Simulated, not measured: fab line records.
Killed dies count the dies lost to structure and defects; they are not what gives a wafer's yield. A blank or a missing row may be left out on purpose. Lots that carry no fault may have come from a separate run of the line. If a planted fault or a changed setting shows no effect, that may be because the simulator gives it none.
Comparing a struck lot with a sound one    flow nand-harc    26 steps out of a route of 1159
Sound: wafers L377.1, L377.3, L377.5. Wafers L383.1, L383.3, L383.6 were the ones struck. The cause comes at the end.
For every step that has rows: the tool of each side, followed by ch and its chambers, followed by its first start. Under that, the readings that differ: sound wafers    struck wafers    difference of the means    sigmas: that difference in standard deviations of wafers without a fault.
alike: words and numbers the same on both sides, and readings whose means are apart by under 2 such deviations; not compared: readings that were withheld, readings missing a value for some wafer, numbers with overlapping values and no deviation given by the record, and bounds like >300 which may hide the same value.
The two part at a step that has a row with sigmas, a row that says differs or no value, or rows on one side only. Numbers that have no deviation but don't overlap get no sigmas and don't part them. Lack of a reading on every wafer of one side parts them only where that side has two or more wafers.

NHARC_P_CONTACT_DEP_30: deposits SiNx, target thk 30 nm.
  sound on pecvd-02 ch 0,2, day 6 06:56; struck on pecvd-01 ch 0,1,2, day 7 13:28
  alike: heater-power-w
then, 1 step without rows for these wafers: NHARC_P_CONTACT_DEP_00 (deposits SiO2, target thk 500 nm).
NHARC_P_CONTACT_CMP_01: polishes SiO2, target thk 200 nm.
  sound on cmp-01 ch 2,3, day 6 07:40; struck on cmp-01 ch 0,2,3, day 7 14:13
  alike: motor-current-A, slurry-filter-dp-kPa
then, 8 steps without rows for these wafers: NHARC_P_CONTACT_SRD_03; NHARC_P_CONTACT_DEHYDRATE_04 (time 120 s); NHARC_P_CONTACT_HMDS_05 (time 30 s); NHARC_P_CONTACT_COAT_33 (time 75 s); NHARC_P_CONTACT_COAT_34 (time 65 s); NHARC_P_CONTACT_COAT_06 (resist thk 90 nm); NHARC_P_CONTACT_SOFTBAKE_07 (time 55 s); NHARC_P_CONTACT_EBR_08.
NHARC_P_CONTACT_EXPOSE_09: exposes mask P CA, target cd 90 nm.
  sound on arfi-scanner-01 ch 0, day 6 08:21; struck on arfi-scanner-01 ch 0, day 7 14:52
reading  sound                 struck                         difference  sigmas
mask     P_CA#0 P_CA#0 P_CA#0  P_CA_R1#0 P_CA_R1#0 P_CA_R1#0  differs     
then, 2 steps without rows for these wafers: NHARC_P_CONTACT_PEB_10 (peb time 65 s); NHARC_P_CONTACT_DEVELOP_11 (develop time 35 s).
NHARC_P_CONTACT_CD_MEAS_12: the cd target is 90 nm.
  sound on cd-sem-03 ch 0, day 6 08:29; struck on cd-sem-03 ch 0, day 7 15:01
reading     sound           struck          difference  sigmas
cd-nm (nm)  89.1 89.2 89.7  81.3 81.5 81.8  -7.8        -13
NHARC_P_CONTACT_OVL_MEAS_13:
  struck on overlay-02, day 7 15:06; sound on overlay-01, day 6 08:34
  alike: overlay-x-nm, overlay-y-nm
NHARC_P_CONTACT_INSPECT_14:
  struck on defect-inspect-02, day 7 15:08; sound on defect-inspect-02, day 6 08:37
  alike: raw-defect-count
NHARC_P_CONTACT_DESCUM_17: chemistry O2, time 3 s.
  sound on rie-diel-09 ch 0,1,3, day 6 08:40; struck on rie-diel-03 ch 0,1,3, day 7 15:13
reading                     sound             struck             difference  sigmas
model.P_CONTACT.cd-nm (nm)  88.2 90.09 89.19  81.44 82.09 82.17  -7.26       
  alike: drypump-motor-current-A, oes-product-au, rf-vpp-V, showerhead-plenum-p-Torr, throttle-valve-pct
  not compared: rf-hours-counter-h
NHARC_P_CONTACT_ETCH_35: etches the open film in CF4, target depth 39 nm, time 65 s.
  sound on rie-diel-09 ch 0,2,3, day 6 08:46; struck on rie-diel-03 ch 0,2,3, day 7 15:17
  alike: drypump-motor-current-A, oes-product-au, rf-vpp-V, showerhead-plenum-p-Torr, throttle-valve-pct
  not compared: rf-hours-counter-h
then, 1 step without rows for these wafers: NHARC_P_CONTACT_ETCH_36 (etches the open film in N2/H2, target depth 260 nm, time 406.25 s).
NHARC_P_CONTACT_ETCH_18: etches the open film in C4F8/O2/Ar, target depth 481 nm, time 240.5 s.
  sound on rie-diel-09 ch 1,2,3; struck on rie-diel-03 ch 1,2
  alike: oes-product-au, rf-vpp-V
  not compared: rf-hours-counter-h
then, 1 step without rows for these wafers: NHARC_P_CONTACT_STRIP_37 (strips in C4F8/O2/Ar).
NHARC_P_CONTACT_ETCH_31: etches the open film in CH3F/O2, target depth 30 nm, time 85.7 s.
  sound on rie-diel-09 ch 2,3; struck on rie-diel-03 ch 0,1,2
reading                     sound              struck             difference  sigmas
rf-vpp-V (V)                241.2 243.3 243.2  245.0 246.7 246.3  +3.4        +2
model.P_CONTACT.cd-nm (nm)  87.4 93.1 89.5     79.18 81.51 81.11  -9.40       
  alike: ch3f-flow-sccm, drypump-motor-current-A, oes-product-au, showerhead-plenum-p-Torr, throttle-valve-pct
  not compared: rf-hours-counter-h
NHARC_P_CONTACT_CD_MEAS_19:
  struck on cd-sem-03, day 7 16:04; sound on cd-sem-03, day 6 09:32
reading     sound           struck          difference  sigmas
cd-nm (nm)  87.2 93.0 89.6  79.3 81.6 81.3  -9.2        -7
NHARC_P_CONTACT_STRIP_28: strips in O2.
  sound on rie-diel-03 ch 0,3, day 6 09:37; struck on rie-diel-03 ch 1,3, day 7 16:08
  alike: drypump-motor-current-A, oes-product-au, rf-vpp-V, showerhead-plenum-p-Torr, throttle-valve-pct
  not compared: rf-hours-counter-h
-- the record jumps here: 14 days lie between the struck wafers' starts before and after (it left off in module P_CONTACT and takes up again in module END, whose first step shown is number 1159 of the route) --
NHARC_END_SORT_01:
  here the record holds rows for the struck wafers (prober-02 ch 0, day 21 09:32) but none for the sound ones

== WHERE THEY PART ==
Last at NHARC_END_SORT_01 as far as this record goes, first at NHARC_P_CONTACT_EXPOSE_09.

WHY: what had been put in by the simulator
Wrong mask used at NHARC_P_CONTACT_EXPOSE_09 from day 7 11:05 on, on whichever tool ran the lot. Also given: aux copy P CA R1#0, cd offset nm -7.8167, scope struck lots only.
